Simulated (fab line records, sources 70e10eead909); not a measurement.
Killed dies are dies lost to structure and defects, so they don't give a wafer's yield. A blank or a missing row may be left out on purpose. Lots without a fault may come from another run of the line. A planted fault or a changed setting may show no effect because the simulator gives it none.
Chamber matching | flow nand_harc | NHARC_A_STAIRCASE_TRIM_12 on rie_diel-09: 4 sister chambers
The step chemistry O2, time 211.2 s. 22 wafers are shown with their chamber, then 11 later ones without.

WAFERS WITH THEIR CHAMBER
wafer  | chamber | showerhead_plenum_p_Torr (Torr) | drypump_motor_current_A (A) | oes_product_au (a.u.)
L076.1 | 2       | 3.31                            | 5.6                         | 1.000
L076.2 | 1       | 3.74                            | 6.4                         | 0.999
L076.6 | 2       | 3.31                            | 5.6                         | 0.994
L082.1 | 2       | 3.30                            | 5.6                         | 0.984
L082.2 | 3       | 3.76                            | 6.3                         | 0.986
L082.4 | 0       | 3.76                            | 5.9                         | 0.991
L080.1 | 2       | 3.30                            | 5.6                         | 0.984
L080.3 | 0       | 3.76                            | 5.9                         | 0.998
L080.5 | 2       | 3.30                            | 5.6                         | 0.984
L083.1 | 3       | 3.76                            | 6.2                         | 0.997
L083.2 | 0       | 3.76                            | 5.9                         | 1.011
L083.6 | 1       | 3.73                            | 6.3                         | 0.993
L086.1 | 1       | 3.72                            | 6.4                         | 0.990
L086.3 | 3       | 3.75                            | 6.3                         | 0.985
L086.5 | 2       | 3.30                            | 5.6                         | 0.988
L088.1 | 1       | 3.72                            | 6.3                         | 0.991
L088.5 | 0       | 3.75                            | 5.9                         | 1.019
L088.6 | 3       | 3.75                            | 6.2                         | 1.002
L089.1 | 1       | 3.72                            | 6.3                         | 0.985
L089.4 | 3       | 3.75                            | 6.3                         | 1.014
L089.5 | 3       | 3.75                            | 6.2                         | 1.016
L090.1 | 2       | 3.29                            | 5.6                         | 1.005

SIGNATURES (means of the wafers above)
reading                  | chamber 0 | chamber 1 | chamber 2 | chamber 3 | scatter within a chamber
showerhead_plenum_p_Torr | 3.7575    | 3.7260    | 3.3014    | 3.7533    | 0.00672
drypump_motor_current_A  | 5.900     | 6.340     | 5.600     | 6.250     | 0.0387
oes_product_au           | 1.00475   | 0.99160   | 0.99129   | 1.00000   | 0.0103
Rule: a wafer's distance from a chamber is the root of the sum, over the readings, of the square of ((its reading less the chamber's mean) divided by the reading's scatter). The wafer belongs to the nearest chamber; if the next one is less than 2 further off, it can't be placed. The scatter: the root of (the sum of the squares of (reading less its chamber's mean) over the shown wafers, divided by (wafers less chambers)).

WAFERS WITHOUT THEIR CHAMBER
wafer  | showerhead_plenum_p_Torr (Torr) | drypump_motor_current_A (A) | oes_product_au (a.u.)
L090.3 | 3.75                            | 6.2                         | 1.001
L090.6 | 3.29                            | 5.6                         | 1.005
L093.3 | 3.74                            | 6.2                         | 1.002
L093.5 | 3.74                            | 6.2                         | 1.000
L093.6 | 3.29                            | 5.6                         | 0.990
L094.1 | 3.28                            | 5.6                         | 0.991
L094.4 | 3.74                            | 6.3                         | 1.000
L094.5 | 3.28                            | 5.6                         | 1.000
L097.1 | 3.74                            | 5.9                         | 1.004
L097.3 | 3.71                            | 6.3                         | 0.991
L097.6 | 3.28                            | 5.6                         | 1.000

WHICH CHAMBER EACH WENT THROUGH
wafer  | from the rows above     | in truth
L090.3 | 3                       | 3
L090.6 | 2                       | 2
L093.3 | can't be placed: 3 or 1 | 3
L093.5 | can't be placed: 3 or 1 | 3
L093.6 | 2                       | 2
L094.1 | 2                       | 2
L094.4 | can't be placed: 3 or 1 | 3
L094.5 | 2                       | 2
L097.1 | 0                       | 0
L097.3 | 1                       | 1
L097.6 | 2                       | 2
Placed correctly: 8 of 11. Can't be placed from these rows: 3 (the true chamber is among the candidates in 3). Placed wrongly: 0.
